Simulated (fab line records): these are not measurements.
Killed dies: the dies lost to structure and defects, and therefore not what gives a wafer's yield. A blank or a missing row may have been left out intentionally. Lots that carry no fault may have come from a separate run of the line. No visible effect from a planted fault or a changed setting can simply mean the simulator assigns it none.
Matching of chambers :: flow n5 finfet :: N5_BEOL_M13_DESCUM_15 on rie diel-05 has 4 sister chambers
The step chemistry O2, time 7.9 s. 4 wafers are shown with their chamber, then 7 later ones without.

== WAFERS, EACH WITH ITS CHAMBER ==
wafer: L077.3
chamber: 3
showerhead plenum p Torr (Torr): 2.14

wafer: L083.3
chamber: 2
showerhead plenum p Torr (Torr): 1.99

wafer: L085.3
chamber: 1
showerhead plenum p Torr (Torr): 2.07

wafer: L085.5
chamber: 0
showerhead plenum p Torr (Torr): 2.14

== WAFERS MISSING THEIR CHAMBER ==
wafer: L085.6
showerhead plenum p Torr (Torr): 2.07

wafer: L089.2
showerhead plenum p Torr (Torr): 2.13

wafer: L089.3
showerhead plenum p Torr (Torr): 2.14

wafer: L089.5
showerhead plenum p Torr (Torr): 2.13

wafer: L090.1
showerhead plenum p Torr (Torr): 2.13

wafer: L090.3
showerhead plenum p Torr (Torr): 1.98

wafer: L090.6
showerhead plenum p Torr (Torr): 2.06

== WHICH CHAMBER EACH ONE RAN IN ==
wafer: L085.6
from the rows above: 1
in truth: 1

wafer: L089.2
from the rows above: can't be placed: 0 or 3
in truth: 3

wafer: L089.3
from the rows above: can't be placed: 0 or 3
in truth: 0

wafer: L089.5
from the rows above: can't be placed: 0 or 3
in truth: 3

wafer: L090.1
from the rows above: can't be placed: 0 or 3
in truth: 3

wafer: L090.3
from the rows above: 2
in truth: 2

wafer: L090.6
from the rows above: 1
in truth: 1
3 of 7 placed correctly. Can't be placed from these rows: 4 (the true chamber is among the candidates in 4). Number placed wrongly: 0.
How it was worked out, from the rows above alone: a wafer's distance from a chamber is the root of the sum, over the readings, of the square of ((its reading less the chamber's mean) divided by the reading's scatter). The wafer belongs to the nearest chamber; if the next one is less than 2 further off, it can't be placed. A chamber's mean is the mean of its shown wafers. The scatter (one wafer shown for each chamber): square how far every hidden wafer sits from the nearest shown wafer, average those squares and take the square root.
